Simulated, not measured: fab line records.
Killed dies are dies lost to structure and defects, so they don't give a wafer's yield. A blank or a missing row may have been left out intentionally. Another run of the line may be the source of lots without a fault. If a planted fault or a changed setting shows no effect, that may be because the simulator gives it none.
2 desks looking at one fault    flow n5Finfet    numbers are kept per desk, each desk with only its own; the story behind them comes last

== THE DEFECT DESK ==
Counts from the inspections along the route, per lot, as means over the sampled wafers that have a number. Marked OUT: a lot whose mean sits more than 4 standard deviations from the usual mean, which makes it out of limits; the brackets give that distance.
Columns: A = rawDefectCount at N5_GATE_CUT_INSPECT_15, usual 132
lot   first seen here  A
L886  day 4 12:41      159
L889  day 5 12:25      104
L892  day 6 00:10      138
L893  day 6 06:25      108
L894  day 6 11:33      109
L896  day 7 02:55      114
L901  day 8 05:00      190
L902  day 8 13:32      126
L903  day 8 18:32      141
L905  day 9 04:38      106
L907  day 9 17:22      174
L909  day 10 08:42     129
This desk's verdict: no lot among the 12 shows anything out of limits.

== THE TOOL OWNER'S DESK: rieMetal-02 ==
The tool's own readings at N5_GATE_CUT_CUT_ETCH_54 (etches TiN in Cl2/BCl3, target depth 96.7 nm): means of the sampled wafers that have a number, for each lot that ran on this tool. Marked OUT: a lot whose mean sits more than 4 standard deviations from the usual mean, which makes it out of limits; the brackets give that distance.
Columns: A = drypumpMotorCurrentA at N5_GATE_CUT_CUT_ETCH_54, usual 5.7 A; B = etchRfOnTimeS at N5_GATE_CUT_CUT_ETCH_54, usual 36.2 s; C = oesProductAu at N5_GATE_CUT_CUT_ETCH_54, usual 0.61 a.u.; D = throttleValvePct at N5_GATE_CUT_CUT_ETCH_54, usual 22.38 %
lot   first seen here  A    B               C     D
L889  day 5 12:54      5.8  36.2            0.56  22.55
L892  day 6 00:41      5.7  21.1 (-18) OUT  0.82  22.10
L894  day 6 12:02      5.8  21.8 (-17) OUT  0.78  22.16
This desk's finding: out of limits on L892, L894; first on L892, day 6 00:41 (etchRfOnTimeS at N5_GATE_CUT_CUT_ETCH_54). L889: within limits.

== PUT TOGETHER ==
An alarm could have come from the tool owner's desk at day 6 00:41, on L892, L894.
Nothing out of limits was seen by the defect desk.
The defect desk has L892, L894 on record, within its limits.
N5_GATE_CUT_CUT_ETCH_54 was run on rieMetal-02 by each of the lots named.

== WHAT THE SIMULATOR HAD INSERTED ==
Drift in process parameters on rieMetal-02 at N5_GATE_CUT_CUT_ETCH_54, starting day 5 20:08. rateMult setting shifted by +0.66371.
Struck lots among those shown: L892, L894.
How many hours passed from the start of the fault until each desk's first out-of-limits reading: the tool owner's desk, 5.
